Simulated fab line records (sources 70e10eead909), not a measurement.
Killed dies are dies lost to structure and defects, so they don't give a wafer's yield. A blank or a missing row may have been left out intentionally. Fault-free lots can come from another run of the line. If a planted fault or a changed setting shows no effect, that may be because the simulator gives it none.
The tool behind it: which one?    flow nandHarc    Sampling: 15 lots, 42 wafers, 5 of 1302 route steps

== WHAT EACH GAUGE READ, for each wafer ==
NHARC_A_ONON_D1_THK_MEAS_18: measures by ellipsometry. Usual: thkNm at 1000 nm, with a standard deviation of 8.6.
lot   measured      on            thkNm (nm)      flag
L334  day 7 23:25   filmMetro-01  993 994 993     
L335  day 8 18:11   filmMetro-02  1000 1002 1001  
L341  day 11 01:26  filmMetro-01  1002 1003       
L342  day 11 11:53  filmMetro-02  998 999         
L345  day 12 08:19  filmMetro-02  1002 1003       
L347  day 13 17:41  filmMetro-02  985 985 986     
L348  day 14 09:40  filmMetro-02  1010 1010 1008  
L349  day 15 03:17  filmMetro-02  980 979 979     
L350  day 15 03:17  filmMetro-01  1004 1006 1006  
L351  day 15 07:53  filmMetro-01  1013 1014 1012  
L353  day 15 21:19  filmMetro-02  1000 1003 1001  
L352  day 15 21:19  filmMetro-01  1007 1004 1006  
L354  day 16 13:57  filmMetro-02  982 982 981     
L355  day 17 05:27  filmMetro-01  992 994 993     
L356  day 17 05:31  filmMetro-02  1003 1003 1004  

NHARC_A_ONON_D1_THK_MEAS_27: measures by ellipsometry. Usual: thkNm at 999 nm, with a standard deviation of 8.9.
lot   measured      on            thkNm (nm)      flag
L334  day 8 01:08   filmMetro-02  999 998 1002    
L335  day 8 19:53   filmMetro-01  995 994 994     
L341  day 11 03:07  filmMetro-02  875 998         OFF
L342  day 11 13:35  filmMetro-02  886 887         OFF
L345  day 12 10:09  filmMetro-01  1001 882        OFF
L347  day 13 19:23  filmMetro-02  988 989 987     
L348  day 14 11:22  filmMetro-02  997 995 995     
L349  day 15 04:59  filmMetro-01  988 989 989     
L350  day 15 04:59  filmMetro-02  1014 1016 1014  
L351  day 15 09:35  filmMetro-02  1008 1008 1007  
L353  day 15 23:04  filmMetro-01  1009 1009 1010  
L352  day 15 23:01  filmMetro-02  996 997 995     
L354  day 16 15:40  filmMetro-01  995 995 995     
L355  day 17 07:08  filmMetro-02  997 998 999     
L356  day 17 07:16  filmMetro-02  992 991 992     

NHARC_A_CHANNEL_HOLE_D1_CD_MEAS_10: the cd target is 100 nm. Usual: cdNm at 99.7 nm, with a standard deviation of 0.54.
lot   measured      on        cdNm (nm)         flag
L334  day 8 07:40   cdSem-03  100.5 99.6 98.8   
L335  day 9 03:36   cdSem-03  99.7 99.1 98.9    
L341  day 11 07:20  cdSem-02  99.8              
L345  day 12 16:57  cdSem-01  99.2              
L347  day 14 05:57  cdSem-03  99.0 98.7 100.5   
L348  day 14 15:11  cdSem-01  99.1 99.3 100.3   
L349  day 15 11:12  cdSem-03  99.4 98.6 99.8    
L350  day 15 10:59  cdSem-03  99.0 99.9 100.1   
L351  day 15 13:25  cdSem-03  98.7 98.2 98.7    
L353  day 16 03:32  cdSem-01  100.0 99.9 100.0  
L352  day 16 02:50  cdSem-02  100.7 99.5 100.1  
L354  day 16 19:43  cdSem-03  99.3 99.1 99.6    
L355  day 17 13:42  cdSem-03  99.4 99.7 100.7   
L356  day 17 14:16  cdSem-02  99.4 100.4 100.9  

== TOOL THAT RAN EACH LOT (tool first, then ch and the chambers of the sampled wafers, then the start) ==
lot   NHARC_A_ZERO_WELL_ETCH_13        NHARC_A_ONON_D1_DEP_25
L334  rieSi-04 ch 0,1,3, day 6 18:17   pecvdOnon-02 ch 0, day 8 00:37
L335  rieSi-01 ch 1,3, day 7 10:07     pecvdOnon-04 ch 0, day 8 19:22
L341  rieSi-01 ch 0,1, day 9 14:43     pecvdOnon-04 ch 0, day 11 02:50
L342  rieSi-04 ch 0,2, day 10 02:59    pecvdOnon-04 ch 0, day 11 13:11
L345  rieSi-06 ch 1,2, day 11 03:13    pecvdOnon-04 ch 0, day 12 09:41
L347  rieSi-06 ch 0,3, day 12 03:40    pecvdOnon-02 ch 0, day 13 18:52
L348  rieSi-04 ch 0,1,2, day 12 17:29  pecvdOnon-02 ch 0, day 14 10:51
L349  rieSi-04 ch 0,1,3, day 13 13:31  pecvdOnon-04 ch 0, day 15 04:28
L350  rieSi-01 ch 1,2, day 13 14:47    pecvdOnon-01 ch 0, day 15 04:28
L351  rieSi-01 ch 0,1, day 13 23:10    pecvdOnon-04 ch 0, day 15 09:14
L353  rieSi-06 ch 0,1, day 14 12:57    pecvdOnon-01 ch 0, day 15 22:36
L352  rieSi-04 ch 0,3, day 14 14:13    pecvdOnon-04 ch 0, day 15 22:31
L354  rieSi-06 ch 2,3, day 15 04:37    pecvdOnon-04 ch 0, day 16 15:12
L355  rieSi-06 ch 0,1,3, day 15 19:52  pecvdOnon-01 ch 0, day 17 06:38
L356  rieSi-04 ch 2,3, day 15 23:21    pecvdOnon-02 ch 0, day 17 06:46
- NHARC_A_ZERO_WELL_ETCH_13: etches the open film in HBr/Cl2, target depth 120 nm, time 40.1 s.
- NHARC_A_ONON_D1_DEP_25: target thk 1000 nm.

== WHAT THE TOOLS THEMSELVES READ (means of the sampled wafers that have a number; where no wafer has one, the mark that the record gives instead) ==
NHARC_A_ZERO_WELL_ETCH_13. Usual: drypumpMotorCurrentA 5.7 A, standard deviation 0.36; oesProductAu 1.001 a.u., standard deviation 0.015; throttleValvePct 26.405 %, standard deviation 0.0093.
lot   tool      drypumpMotorCurrentA (A)  oesProductAu (a.u.)  throttleValvePct (%)  flag
L334  rieSi-04  6.0                       0.997                26.416                
L335  rieSi-01  5.7                       1.007                26.409                
L341  rieSi-01  5.5                       1.009                26.405                
L342  rieSi-04  6.0                       1.010                26.404                
L345  rieSi-06  5.8                       1.001                26.410                
L347  rieSi-06  5.2                       0.992                26.406                
L348  rieSi-04  6.1                       1.011                26.409                
L349  rieSi-04  6.0                       1.006                26.400                
L350  rieSi-01  5.3                       1.017                26.412                
L351  rieSi-01  5.5                       1.018                26.412                
L353  rieSi-06  5.6                       1.010                26.408                
L352  rieSi-04  5.7                       1.000                26.393                
L354  rieSi-06  5.3                       0.988                26.403                
L355  rieSi-06  5.5                       0.994                26.404                
L356  rieSi-04  5.7                       0.998                26.409                

== THE ANSWER, worked out from the rows above alone ==
Rule: take the mean of a lot's wafers that have a number; if it is more than 3 standard deviations from the usual mean, the lot is off. Also off: a lot with no number at a reading for which 4 or more lots have one. Any other lot the step has rows for is counted as sound. The gauges are gone through in route order, then the tools' own readings, and for those a lot's mean is taken as printed above. The first step at which some lot is off is used, and at that step the reading that is off furthest; a lot without a number counts as furthest.
Off: L341, L342, L345 (NHARC_A_ONON_D1_THK_MEAS_27, thkNm).
If a tool, at a process step before that reading, ran all the lots that are off and no sound lot after the first of them, it fits. The gauges at NHARC_A_ONON_D1_THK_MEAS_27 are tried like those tools. Not one of the candidates tried fits.

== WHAT WAS PUT IN BY THE SIMULATOR ==
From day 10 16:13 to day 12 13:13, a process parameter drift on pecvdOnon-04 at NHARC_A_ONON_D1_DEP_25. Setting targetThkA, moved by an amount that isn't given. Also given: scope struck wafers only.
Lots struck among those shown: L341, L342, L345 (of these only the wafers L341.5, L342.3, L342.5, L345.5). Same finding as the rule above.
